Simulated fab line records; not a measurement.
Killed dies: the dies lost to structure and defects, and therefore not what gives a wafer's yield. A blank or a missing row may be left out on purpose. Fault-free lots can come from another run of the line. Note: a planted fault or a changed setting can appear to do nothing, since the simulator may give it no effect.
Chamber matching    flow nand-harc    NHARC_A_STAIRCASE_DESCUM_291 on rie-diel-02 has 4 sister chambers
The step chemistry O2, time 3 s. 18 wafers are shown with their chamber, then 9 later ones without.

== WAFERS WITH THEIR CHAMBER ==
wafer   chamber  drypump-motor-current-A (A)  showerhead-plenum-p-Torr (Torr)  throttle-valve-pct (%)
L074.3  1        6.0                          1.94                             11.318
L074.5  0        6.1                          1.91                             11.309
L074.6  3        5.2                          1.80                             11.308
L075.1  0        6.0                          1.91                             11.315
L075.2  3        5.2                          1.80                             11.311
L075.5  2        5.7                          1.80                             11.300
L078.2  0        6.1                          1.90                             11.320
L078.4  1        6.0                          1.93                             11.312
L078.5  0        6.1                          1.90                             11.320
L082.4  1        6.0                          1.93                             11.321
L082.5  0        6.1                          1.90                             11.316
L082.6  1        6.0                          1.93                             11.305
L084.2  2        5.7                          1.79                             11.316
L084.3  1        6.0                          1.93                             11.307
L084.6  1        6.0                          1.93                             11.312
L085.1  3        5.2                          1.79                             11.321
L085.4  1        6.0                          1.93                             11.319
L085.6  2        5.7                          1.79                             11.316

SIGNATURES (averages over the wafers above)
reading                   chamber 0  chamber 1  chamber 2  chamber 3  scatter within a chamber
drypump-motor-current-A   6.080      6.000      5.700      5.200      0.0239
showerhead-plenum-p-Torr  1.9040     1.9314     1.7933     1.7967     0.00492
throttle-valve-pct        11.31600   11.31343   11.31067   11.31333   0.00639
Rule: distance of a wafer from a chamber = root of the sum over the readings of ((wafer's reading minus chamber's mean) / reading's scatter) squared. The wafer belongs to the nearest chamber; if the next one is less than 2 further off, it can't be placed. The scatter: take each reading less its chamber's mean, square it, sum over the shown wafers, divide by the number of wafers less the number of chambers, and take the root.

== WAFERS MISSING THEIR CHAMBER ==
wafer   drypump-motor-current-A (A)  showerhead-plenum-p-Torr (Torr)  throttle-valve-pct (%)
L086.1  6.0                          1.93                             11.303
L086.2  6.1                          1.90                             11.316
L086.6  6.0                          1.92                             11.302
L093.1  6.0                          1.92                             11.317
L093.4  6.1                          1.89                             11.315
L093.5  6.0                          1.92                             11.305
L096.1  5.7                          1.78                             11.294
L096.4  5.2                          1.78                             11.323
L096.5  6.1                          1.89                             11.317

== WHICH CHAMBER EACH WENT THROUGH ==
wafer   from the rows above  in truth
L086.1  1                    1
L086.2  0                    0
L086.6  1                    1
L093.1  1                    1
L093.4  0                    0
L093.5  1                    1
L096.1  2                    2
L096.4  3                    3
L096.5  0                    0
Placed correctly: 9 of 9. Left unplaced by these rows: 0. 0 placed wrongly.
